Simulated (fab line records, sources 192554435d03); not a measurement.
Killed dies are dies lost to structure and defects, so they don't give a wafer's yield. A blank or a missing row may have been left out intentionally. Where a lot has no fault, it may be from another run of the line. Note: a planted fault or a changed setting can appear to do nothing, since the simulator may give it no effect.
Which tool did it?    flow n5-finfet    13 lots, 38 wafers sampled, at 4 steps of a route of 1938

WHAT THE GAUGES SHOWED, per wafer
The record lacks any reading of a measuring or inspecting step that a usual standard deviation could be used to judge.

EACH LOT AND THE TOOL THAT RAN IT (in order: tool; ch and the chambers of the sampled wafers; start)
lot   N5_BEOL_M4_SPUTTER_90         N5_BEOL_M4_SPUTTER_94         N5_BEOL_M4_CMP_52              N5_PASSIVATION_PROBE_49
L423  pvd-sputter-01, day 7 22:04   pvd-sputter-01, day 7 22:30   cmp-04 ch 1,2,3, day 7 23:15   -
L424  pvd-sputter-01, day 8 03:59   pvd-sputter-01, day 8 04:25   cmp-02 ch 0,1,2, day 8 05:08   -
L426  pvd-sputter-02, day 8 19:08   pvd-sputter-02, day 8 19:35   cmp-01 ch 2,3, day 8 20:26     -
L428  pvd-sputter-03, day 8 22:11   pvd-sputter-03, day 8 22:38   cmp-04 ch 0,1,2, day 8 23:20   -
L427  pvd-sputter-01, day 8 23:41   pvd-sputter-01, day 9 00:07   cmp-04 ch 1,2,3, day 9 01:04   -
L431  pvd-sputter-01, day 10 04:19  pvd-sputter-01, day 10 04:46  cmp-04 ch 1,2, day 10 05:35    prober-02, day 14 11:49
L436  pvd-sputter-03, day 11 02:07  pvd-sputter-03, day 11 02:33  cmp-01 ch 0,1,3, day 11 03:16  -
L438  pvd-sputter-01, day 11 13:35  pvd-sputter-01, day 11 14:05  cmp-02 ch 0,1,2, day 11 15:04  -
L439  pvd-sputter-01, day 11 16:08  pvd-sputter-01, day 11 16:38  cmp-01 ch 0,1,2, day 11 17:23  -
L441  pvd-sputter-01, day 12 10:50  pvd-sputter-01, day 12 11:17  cmp-02 ch 0,1,3, day 12 12:10  prober-02, day 16 10:05
L440  pvd-sputter-02, day 12 16:34  pvd-sputter-02, day 12 17:01  cmp-01 ch 0,1,2, day 12 18:10  -
L444  pvd-sputter-03, day 14 00:52  pvd-sputter-03, day 14 01:19  cmp-01 ch 0,1, day 14 02:02    -
L445  pvd-sputter-02, day 14 00:57  pvd-sputter-02, day 14 01:23  cmp-04 ch 1,3, day 14 02:08    -
- N5_BEOL_M4_SPUTTER_90: material Cu, target thk 4.5 nm, time 8.29 s.
- N5_BEOL_M4_SPUTTER_94: material Cu, target thk 4.5 nm, time 8.29 s.
- N5_BEOL_M4_CMP_52: polishes, stops on SiOC, t overpolish 6.8 s, target thk 40 nm.
- N5_PASSIVATION_PROBE_49

AS READ BY THE TOOLS THEMSELVES (means over the sampled wafers that have a number; for cases with no such wafer, the mark the record gives instead)
N5_BEOL_M4_SPUTTER_90. Usual: throttle-valve-pct at 30.9 %, with a standard deviation of 0.73.
lot   tool            throttle-valve-pct (%)  flag
L423  pvd-sputter-01  31.0                    
L424  pvd-sputter-01  31.3                    
L426  pvd-sputter-02  31.2                    
L428  pvd-sputter-03  30.6                    
L427  pvd-sputter-01  31.3                    
L431  pvd-sputter-01  30.6                    
L436  pvd-sputter-03  30.4                    
L438  pvd-sputter-01  30.8                    
L439  pvd-sputter-01  31.2                    
L441  pvd-sputter-01  31.2                    
L440  pvd-sputter-02  31.2                    
L444  pvd-sputter-03  29.6                    
L445  pvd-sputter-02  31.3                    

N5_BEOL_M4_SPUTTER_94. Usual: throttle-valve-pct at 30.9 %, with a standard deviation of 0.74.
lot   tool            throttle-valve-pct (%)  flag
L423  pvd-sputter-01  31.2                    
L424  pvd-sputter-01  31.3                    
L426  pvd-sputter-02  31.0                    
L428  pvd-sputter-03  30.7                    
L427  pvd-sputter-01  31.3                    
L431  pvd-sputter-01  30.5                    
L436  pvd-sputter-03  30.3                    
L438  pvd-sputter-01  30.7                    
L439  pvd-sputter-01  31.4                    
L441  pvd-sputter-01  31.3                    
L440  pvd-sputter-02  31.1                    
L444  pvd-sputter-03  29.6                    
L445  pvd-sputter-02  31.1                    

N5_BEOL_M4_CMP_52. Usual: barrier-field-endpoint-s 24.3 s, standard deviation 0.6; motor-current-A 6.3 A, standard deviation 0.37; overpolish-run-s 6.801 s, standard deviation 0.0088; time-to-endpoint-s 61.0 s, standard deviation 2.6.
lot   tool    barrier-field-endpoint-s (s)  motor-current-A (A)  overpolish-run-s (s)  time-to-endpoint-s (s)  flag
L423  cmp-04  24.8                          6.4                  6.798                 61.3                    
L424  cmp-02  24.0                          6.7                  6.810                 62.9                    
L426  cmp-01  24.6                          6.2                  6.802                 62.5                    
L428  cmp-04  24.2                          6.1                  6.803                 61.9                    
L427  cmp-04  23.8                          6.1                  6.804                 60.9                    
L431  cmp-04  18.6                          6.1                  6.798                 45.8                    OFF
L436  cmp-01  23.7                          6.5                  6.798                 60.3                    
L438  cmp-02  24.4                          6.6                  6.806                 63.1                    
L439  cmp-01  24.5                          6.4                  6.796                 59.2                    
L441  cmp-02  23.8                          6.5                  6.797                 60.6                    
L440  cmp-01  24.4                          6.4                  6.799                 59.2                    
L444  cmp-01  24.9                          6.6                  6.793                 64.8                    
L445  cmp-04  24.7                          6.0                  6.803                 64.6                    

N5_PASSIVATION_PROBE_49. Usual: defect-limited-yield 91.4 %, standard deviation 1.5; killed_at_M0_to_M3 31, standard deviation 11; killed_at_M4_up 13, standard deviation 5.5; killed-at-contacts 13, standard deviation 6.3; killed-at-front-end 40, standard deviation 13; killed-at-other 3.3, standard deviation 2.6; killed-dies 101, standard deviation 18; killed-open 67, standard deviation 13; killed-short 33, standard deviation 7.9; sort_bin_5_function 5.1 %, standard deviation 1; sort_bin_6_memory 3.2 %, standard deviation 0.68; sort-n-pass 1079, standard deviation 18; sort-yield-pct 91.4 %, standard deviation 1.5.
lot   tool       defect-limited-yield (%)  killed_at_M0_to_M3  killed_at_M4_up  killed-at-contacts  killed-at-front-end  killed-at-other  killed-dies  killed-open  killed-short  sort_bin_5_function (%)  sort_bin_6_memory (%)  sort-n-pass  sort-yield-pct (%)  flag
L431  prober-02  91.8                      24                  12               14                  47                   1.0              98           60           36            5.0                      3.0                    1082         91.8                
L441  prober-02  92.8                      21                  17               12                  34                   1.7              86           58           27            4.3                      2.8                    1094         92.8                

THE ANSWER, worked out from the rows above alone
Rule: lot off if the mean of its wafers having a number is beyond 3 standard deviations from the usual mean. A lot without any number at a reading at which 4 lots or more have one is off too. Any other lot the step has rows for is counted as sound. Order of review: gauges by route order, followed by the tools' own readings, for which a lot's mean as printed above is used. At the first step where some lot is off, the reading lying furthest off is the one used; lots without a number count as furthest.
Off: L431 (N5_BEOL_M4_CMP_52, barrier-field-endpoint-s).
If a tool, at that step or one of the process steps before it, ran each lot that is off and ran no sound lot following the first of them, it fits. None of those tried fits.

WHAT THE SIMULATOR HAD PUT IN
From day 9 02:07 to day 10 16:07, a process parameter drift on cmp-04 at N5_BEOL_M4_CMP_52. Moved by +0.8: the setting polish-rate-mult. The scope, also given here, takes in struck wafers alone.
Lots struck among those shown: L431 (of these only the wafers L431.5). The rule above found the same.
